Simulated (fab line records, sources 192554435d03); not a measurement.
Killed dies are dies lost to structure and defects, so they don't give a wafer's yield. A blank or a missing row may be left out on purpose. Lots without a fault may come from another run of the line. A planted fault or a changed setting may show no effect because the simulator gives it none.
Chamber matching | flow n5_finfet | N5_SD_EPI_P_ETCH_37 on rie_diel-04: 4 sister chambers
The step etches SOC in N2/H2, overetch 108 nm, time 486 s. 18 wafers are shown with their chamber, then 9 later ones without.

WAFERS WITH THEIR CHAMBER
wafer  | chamber | showerhead_plenum_p_Torr (Torr) | throttle_valve_pct (%) | oes_product_au (a.u.)
L074.1 | 2       | 2.51                            | 23.92                  | 0.63
L074.4 | 3       | 2.53                            | 23.98                  | 0.67
L074.5 | 0       | 2.53                            | 23.95                  | 0.65
L075.2 | 2       | 2.51                            | 23.92                  | 0.63
L075.4 | 3       | 2.52                            | 23.99                  | 0.68
L075.6 | 1       | 2.66                            | 23.67                  | 0.70
L079.3 | 2       | 2.50                            | 23.95                  | 0.63
L079.4 | 3       | 2.52                            | 24.01                  | 0.67
L079.6 | 3       | 2.52                            | 24.00                  | 0.67
L080.1 | 0       | 2.53                            | 23.96                  | 0.64
L080.2 | 2       | 2.50                            | 23.93                  | 0.63
L080.3 | 3       | 2.52                            | 24.01                  | 0.67
L080.4 | 1       | 2.66                            | 23.68                  | 0.70
L080.5 | 3       | 2.52                            | 23.98                  | 0.67
L080.6 | 2       | 2.50                            | 23.94                  | 0.63
L085.1 | 3       | 2.52                            | 24.02                  | 0.66
L085.2 | 2       | 2.50                            | 23.96                  | 0.62
L085.3 | 1       | 2.66                            | 23.69                  | 0.70

SIGNATURES (means of the wafers above)
reading                  | chamber 0 | chamber 1 | chamber 2 | chamber 3 | scatter within a chamber
showerhead_plenum_p_Torr | 2.5300    | 2.6600    | 2.5033    | 2.5214    | 0.00396
throttle_valve_pct       | 23.9550   | 23.6800   | 23.9367   | 23.9986   | 0.0148
oes_product_au           | 0.6450    | 0.7000    | 0.6283    | 0.6700    | 0.00488
Rule: a wafer's distance from a chamber is the root of the sum, over the readings, of the square of ((its reading less the chamber's mean) divided by the reading's scatter). The wafer belongs to the nearest chamber; if the next one is less than 2 further off, it can't be placed. The scatter: the root of (the sum of the squares of (reading less its chamber's mean) over the shown wafers, divided by (wafers less chambers)).

WAFERS WITHOUT THEIR CHAMBER
wafer  | showerhead_plenum_p_Torr (Torr) | throttle_valve_pct (%) | oes_product_au (a.u.)
L085.4 | 2.52                            | 23.97                  | 0.64
L085.5 | 2.52                            | 24.02                  | 0.66
L085.6 | 2.52                            | 23.99                  | 0.64
L093.1 | 2.52                            | 23.99                  | 0.63
L093.2 | 2.49                            | 23.96                  | 0.61
L093.3 | 2.65                            | 23.69                  | 0.68
L093.4 | 2.51                            | 24.01                  | 0.65
L093.5 | 2.51                            | 24.03                  | 0.65
L093.6 | 2.52                            | 24.00                  | 0.63

WHICH CHAMBER EACH WENT THROUGH
wafer  | from the rows above          | in truth
L085.4 | 0                            | 0
L085.5 | 3                            | 3
L085.6 | 0                            | 0
L093.1 | can't be placed: 0 or 2      | 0
L093.2 | 2                            | 2
L093.3 | 1                            | 1
L093.4 | can't be placed: 3 or 0 or 2 | 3
L093.5 | can't be placed: 3 or 0      | 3
L093.6 | can't be placed: 0 or 2      | 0
Placed correctly: 5 of 9. Can't be placed from these rows: 4 (the true chamber is among the candidates in 4). Placed wrongly: 0.
